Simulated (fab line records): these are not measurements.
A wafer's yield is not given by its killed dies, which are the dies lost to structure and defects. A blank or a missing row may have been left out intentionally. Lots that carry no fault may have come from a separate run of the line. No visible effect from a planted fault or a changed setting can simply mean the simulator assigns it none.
The tool behind it: which one?	flow nand_harc	24 lots with 72 wafers sampled at 6 steps, on a route of 1302 steps

== WHAT THE GAUGES READ, wafer by wafer ==
NHARC_P_M1_THK_MEAS_24: measures by xrf.
lot	measured	on	thk_nm (nm)
L074	day 6 04:29	film_metro-02	157.6 157.1 155.1
L075	day 6 17:44	film_metro-02	157.9 158.2 160.9
L076	day 7 04:15	film_metro-01	158.2 159.9 157.7
L077	day 7 16:59	film_metro-01	158.0 159.9 157.7
L078	day 7 21:47	film_metro-01	158.4 156.9 155.9
L079	day 8 10:10	film_metro-01	159.6 159.4 160.7
L080	day 8 19:03	film_metro-01	157.8 157.3 157.2
L081	day 9 06:29	film_metro-01	156.9 156.0 158.4
L082	day 9 18:24	film_metro-01	158.4 160.1 157.4
L083	day 9 22:04	film_metro-02	159.6 157.7 158.7
L084	day 10 16:16	film_metro-02	158.5 158.8 158.2
L085	day 10 22:02	film_metro-01	157.7 158.7 159.7
L086	day 11 13:09	film_metro-01	156.6 160.7 158.9
L087	day 11 14:20	film_metro-01	158.8 158.3 160.4
L089	day 12 18:41	film_metro-01	158.1 156.8 158.1
L088	day 12 19:52	film_metro-01	156.6 158.1 158.3
L091	day 13 14:10	film_metro-01	156.9 158.1 158.2
L090	day 13 14:49	film_metro-01	156.8 156.7 158.4
L092	day 14 06:55	film_metro-02	159.1 158.7 158.6
L094	day 14 17:56	film_metro-02	156.1 157.0 157.8
L095	day 14 18:53	film_metro-02	157.6 156.8 158.0
L093	day 15 00:01	film_metro-02	157.2 159.2 159.0
L096	day 15 09:28	film_metro-02	155.2 159.7 155.3
L097	day 15 20:34	film_metro-01	157.0 156.9 157.5

NHARC_P_M2_OVL_MEAS_10: pitch 340 nm.
lot	measured	on	overlay_x_nm (nm)	overlay_y_nm (nm)
L074	day 6 06:11	overlay-01	-1.7 -2.3 -2.1	1.1 1.2 1.6
L075	day 6 19:13	overlay-02	1.0 0.3 0.8	0.4 0.6 0.5
L076	day 7 05:46	overlay-02	0.6 0.4 1.0	0.3 0.1 0.4
L077	day 7 18:37	overlay-01	-1.1 -1.4 -1.0	0.2 0.6 0.1
L078	day 7 23:20	overlay-01	-0.6 -0.2 0.0	-0.4 -0.8 -0.4
L079	day 8 11:52	overlay-02	0.0 0.6 0.0	-0.2 -0.3 -0.3
L080	day 8 20:51	overlay-02	-0.2 -0.1 -0.4	-0.5 -0.5 -0.3
L081	day 9 08:11	overlay-01	-0.9 -1.3 -1.1	-0.2 0.9 0.6
L082	day 9 20:04	overlay-01	1.8 1.8 1.9	0.4 -0.4 -0.5
L083	day 9 23:44	overlay-02	0.4 0.3 0.2	0.5 0.3 0.6
L084	day 10 18:02	overlay-02	0.2 0.5 0.0	0.0 -0.1 0.3
L085	day 10 23:41	overlay-02	0.7 0.7 1.1	-0.1 0.0 0.4
L086	day 11 14:40	overlay-02	0.3 0.9 0.6	1.5 1.3 0.6
L087	day 11 15:58	overlay-02	0.4 0.3 -0.1	-0.3 -0.4 -0.3
L089	day 12 20:19	overlay-01	0.3 0.2 0.6	0.0 0.5 0.0
L088	day 12 21:23	overlay-01	0.4 0.6 0.1	-0.4 -0.5 -0.3
L091	day 13 15:46	overlay-02	1.1 1.9 1.6	-0.2 0.0 0.4
L090	day 13 16:28	overlay-02	-1.5 -1.6 -1.2	0.9 1.2 0.2
L092	day 14 08:32	overlay-02	0.0 -0.5 0.8	0.7 0.6 0.2
L094	day 14 19:26	overlay-01	0.0 -0.8 -0.4	-0.9 -0.2 -0.2
L095	day 14 20:25	overlay-02	-0.6 -0.4 -0.1	0.5 -0.8 0.0
L093	day 15 01:39	overlay-01	1.2 1.7 1.1	0.6 0.6 0.1
L096	day 15 10:58	overlay-01	0.4 -0.5 -0.2	0.7 0.8 0.6
L097	day 15 22:04	overlay-02	0.9 0.9 0.7	-0.6 -0.7 -0.5

NHARC_P_BONDPAD_THK_MEAS_20: measures by xrf.
lot	measured	on	thk_nm (nm)
L074	day 6 14:01	film_metro-01	160.6 161.6 160.8
L075	day 7 02:31	film_metro-01	162.0 158.7 163.3
L076	day 7 13:13	film_metro-02	160.4 161.5 162.2
L077	day 8 01:43	film_metro-02	160.3 158.8 159.2
L078	day 8 06:44	film_metro-01	162.2 162.4 164.2
L079	day 8 18:51	film_metro-02	158.3 158.3 160.7
L080	day 9 04:21	film_metro-02	160.7 161.5 163.1
L081	day 9 15:18	film_metro-02	162.9 161.6 163.5
L082	day 10 03:05	film_metro-02	162.6 160.2 161.3
L083	day 10 06:52	film_metro-01	160.9 161.7 158.7
L084	day 11 01:06	film_metro-01	164.4 160.3 158.2
L085	day 11 07:11	film_metro-01	159.7 158.2 162.1
L086	day 11 21:44	film_metro-01	160.7 161.7 161.9
L087	day 11 22:53	film_metro-01	161.1 159.9 160.2
L089	day 13 03:45	film_metro-01	163.4 159.6 163.5
L088	day 13 04:52	film_metro-01	162.2 162.0 161.4
L091	day 13 23:05	film_metro-01	161.5 161.4 160.2
L090	day 13 23:59	film_metro-01	161.5 161.9 162.2
L092	day 14 15:41	film_metro-01	159.5 162.1 160.5
L094	day 15 02:33	film_metro-01	160.5 162.0 159.6
L095	day 15 03:21	film_metro-01	159.9 161.9 161.2
L093	day 15 08:38	film_metro-02	161.4 161.8 161.4
L096	day 15 17:59	film_metro-01	157.5 159.9 158.3
L097	day 16 04:58	film_metro-02	163.5 161.4 162.0

NHARC_A_ZERO_WELL_CD_MEAS_10 targets a cd of 2000 nm.
lot	measured	on	cd_nm (nm)
L074	day 6 15:52	cd_sem-03	2001.4 1999.8 1999.6
L075	day 7 03:55	cd_sem-02	1998.8 2000.6 2000.4
L076	day 7 14:54	cd_sem-03	1998.2 1998.5 1998.9
L077	day 8 03:13	cd_sem-01	2001.8 2001.6 1999.2
L078	day 8 08:15	cd_sem-03	1999.9 1998.0 1998.2
L079	day 8 20:29	cd_sem-02	2000.6 1999.3 2000.7
L080	day 9 05:55	cd_sem-02	1998.6 1999.0 1998.8
L081	day 9 16:55	cd_sem-03	2000.8 2000.4 1999.4
L082	day 10 04:47	cd_sem-03	2002.1 2002.4 2000.8
L083	day 10 08:37	cd_sem-02	2001.0 2001.0 1999.2
L084	day 11 02:37	cd_sem-01	2000.4 1997.8 2001.0
L085	day 11 08:44	cd_sem-01	2001.4 2001.6 2000.5
L086	day 11 23:08	cd_sem-02	1999.6 2001.3 1999.6
L087	day 12 00:26	cd_sem-02	2001.5 2004.5 2001.8
L089	day 13 05:17	cd_sem-01	2000.0 1998.4 2000.3
L088	day 13 06:24	cd_sem-02	1999.1 2000.2 1998.2
L091	day 14 00:37	cd_sem-01	1999.8 2000.4 2000.2
L090	day 14 01:31	cd_sem-03	1999.9 2002.0 2001.7
L092	day 14 17:14	cd_sem-01	2001.9 1999.7 2002.8
L094	day 15 04:04	cd_sem-03	1998.0 1999.0 1999.5
L095	day 15 04:46	cd_sem-02	1997.0 1997.8 1999.2
L093	day 15 10:10	cd_sem-03	1999.1 1999.1 2001.2
L096	day 15 19:23	cd_sem-02	1997.8 1999.0 1999.8
L097	day 16 06:30	cd_sem-02	2001.9 2001.1 2000.6

== TOOL THAT RAN EACH LOT (tool first, then ch and the chambers of the sampled wafers, then the start) ==
lot	NHARC_P_M1_ANNEAL_31	NHARC_P_M2_STRIP_18
L074	rtp_anneal-01 ch 0, day 6 03:49	rie_diel-03 ch 0,1,2, day 6 06:40
L075	rtp_anneal-01 ch 0, day 6 17:07	rie_diel-03 ch 0,1,2, day 6 19:47
L076	rtp_anneal-02 ch 0, day 7 03:35	rie_diel-08 ch 0,1,3, day 7 06:14
L077	rtp_anneal-02 ch 0, day 7 16:20	rie_diel-03 ch 0,1, day 7 19:05
L078	rtp_anneal-01 ch 0, day 7 21:11	rie_diel-03 ch 0,1,2, day 7 23:50
L079	rtp_anneal-01 ch 0, day 8 09:34	rie_diel-03 ch 1,2, day 8 12:20
L080	rtp_anneal-02 ch 0, day 8 18:23	rie_diel-03 ch 0,1, day 8 21:22
L081	rtp_anneal-01 ch 0, day 9 05:50	rie_diel-07 ch 0,1,2, day 9 08:40
L082	rtp_anneal-01 ch 0, day 9 17:44	rie_diel-03 ch 0,2,3, day 9 20:35
L083	rtp_anneal-01 ch 0, day 9 21:28	rie_diel-03 ch 0,1,3, day 10 00:16
L084	rtp_anneal-01 ch 0, day 10 15:37	rie_diel-08 ch 0,1,2, day 10 18:34
L085	rtp_anneal-02 ch 0, day 10 21:26	rie_diel-03 ch 0,1, day 11 00:10
L086	rtp_anneal-02 ch 0, day 11 12:32	rie_diel-03 ch 0,2,3, day 11 15:11
L087	rtp_anneal-01 ch 0, day 11 13:43	rie_diel-03 ch 1,2,3, day 11 16:26
L089	rtp_anneal-02 ch 0, day 12 18:01	rie_diel-07 ch 0,2, day 12 20:59
L088	rtp_anneal-01 ch 0, day 12 19:18	rie_diel-07 ch 0,2, day 12 22:04
L091	rtp_anneal-01 ch 0, day 13 13:29	rie_diel-08 ch 1,2,3, day 13 16:17
L090	rtp_anneal-02 ch 0, day 13 14:19	rie_diel-07 ch 0,2,3, day 13 17:02
L092	rtp_anneal-02 ch 0, day 14 06:19	rie_diel-08 ch 0,2, day 14 09:02
L094	rtp_anneal-01 ch 0, day 14 17:19	rie_diel-03 ch 0,2,3, day 14 19:59
L095	rtp_anneal-02 ch 0, day 14 18:13	rie_diel-03 ch 0,1,2, day 14 20:56
L093	rtp_anneal-02 ch 0, day 14 23:20	rie_diel-07 ch 0,2,3, day 15 02:12
L096	rtp_anneal-01 ch 0, day 15 08:47	rie_diel-07 ch 2,3, day 15 11:28
L097	rtp_anneal-01 ch 0, day 15 19:54	rie_diel-07 ch 2,3, day 15 22:34
- NHARC_P_M1_ANNEAL_31: time 90 s.
- NHARC_P_M2_STRIP_18: strips in N2/H2.

== WHAT THE TOOLS THEMSELVES READ (means of the sampled wafers that have a number; where no wafer has one, the mark that the record gives instead) ==
NHARC_P_M1_ANNEAL_31.
lot	tool	wafer_temp_C_max
L074	rtp_anneal-01	226.09
L075	rtp_anneal-01	225.95
L076	rtp_anneal-02	226.05
L077	rtp_anneal-02	225.88
L078	rtp_anneal-01	225.84
L079	rtp_anneal-01	225.97
L080	rtp_anneal-02	225.90
L081	rtp_anneal-01	226.00
L082	rtp_anneal-01	225.93
L083	rtp_anneal-01	225.75
L084	rtp_anneal-01	226.31
L085	rtp_anneal-02	226.12
L086	rtp_anneal-02	225.83
L087	rtp_anneal-01	226.12
L089	rtp_anneal-02	225.85
L088	rtp_anneal-01	226.10
L091	rtp_anneal-01	225.87
L090	rtp_anneal-02	225.84
L092	rtp_anneal-02	225.89
L094	rtp_anneal-01	225.98
L095	rtp_anneal-02	225.69
L093	rtp_anneal-02	226.01
L096	rtp_anneal-01	225.84
L097	rtp_anneal-01	226.10

NHARC_P_M2_STRIP_18.
lot	tool	drypump_motor_current_A (A)	mfc_ar_sccm (sccm)	oes_product_au (a.u.)	rf_vpp_V (V)	showerhead_plenum_p_Torr (Torr)	throttle_valve_pct (%)
L074	rie_diel-03	5.9	0.016	0.997	91.2	2.03	14.175
L075	rie_diel-03	5.9	0.016	1.004	90.1	2.03	14.165
L076	rie_diel-08	5.5	0.020	1.008	90.6	2.06	14.169
L077	rie_diel-03	5.6	0.012	1.005	89.8	1.93	14.170
L078	rie_diel-03	5.9	0.016	1.002	90.6	2.03	14.158
L079	rie_diel-03	5.9	0.004	1.002	90.7	2.00	14.167
L080	rie_diel-03	5.5	0.024	1.005	90.0	1.95	14.169
L081	rie_diel-07	5.8	0.004	0.997	90.6	1.98	14.177
L082	rie_diel-03	5.8	0.018	0.995	91.1	2.05	14.178
L083	rie_diel-03	5.4	0.014	1.006	90.3	1.95	14.173
L084	rie_diel-08	5.6	0.009	0.992	90.6	2.06	14.178
L085	rie_diel-03	5.5	0.024	0.999	89.9	1.95	14.172
L086	rie_diel-03	5.8	0.018	0.999	90.8	2.05	14.169
L087	rie_diel-03	5.8	0.006	1.001	90.9	2.02	14.166
L089	rie_diel-07	5.7	0.004	1.005	90.9	1.99	14.164
L088	rie_diel-07	5.7	0.004	1.005	90.8	1.99	14.177
L091	rie_diel-08	6.0	0.022	0.994	91.3	2.16	14.165
L090	rie_diel-07	5.9	0.015	1.003	90.9	2.03	14.182
L092	rie_diel-08	5.6	0.005	0.998	91.0	2.10	14.170
L094	rie_diel-03	5.8	0.018	0.996	90.5	2.05	14.175
L095	rie_diel-03	5.9	0.016	1.006	91.4	2.02	14.176
L093	rie_diel-07	5.9	0.015	1.007	90.6	2.03	14.176
L096	rie_diel-07	5.8	0.022	1.000	91.2	2.05	14.169
L097	rie_diel-07	5.6	0.011	1.010	90.6	2.01	14.178

== THE ANSWER, worked out from the rows above alone ==
Rule: the usual values come from the lots themselves. Put in order of their means at a reading, lots are off if they are a third of the lots or fewer, leave a main group of 4 or more, and stand apart from it by a gap of 3 or more times the standard deviation of the main group's means; of several such gaps the widest counts. If all means in a main group match to the digits the tables above print for the reading, that group is not used. A lot without any number at a reading at which 4 lots or more have one is off too. All remaining lots with rows at the step are treated as sound. First the gauges in route order, then the tools' own readings, where a lot's mean is used as printed above. At the first step where some lot is off, the reading lying furthest off is the one used; lots without a number count as furthest.
No lot is off at any reading shown: from this, nothing can be told.

== WHAT THE SIMULATOR PUT IN ==
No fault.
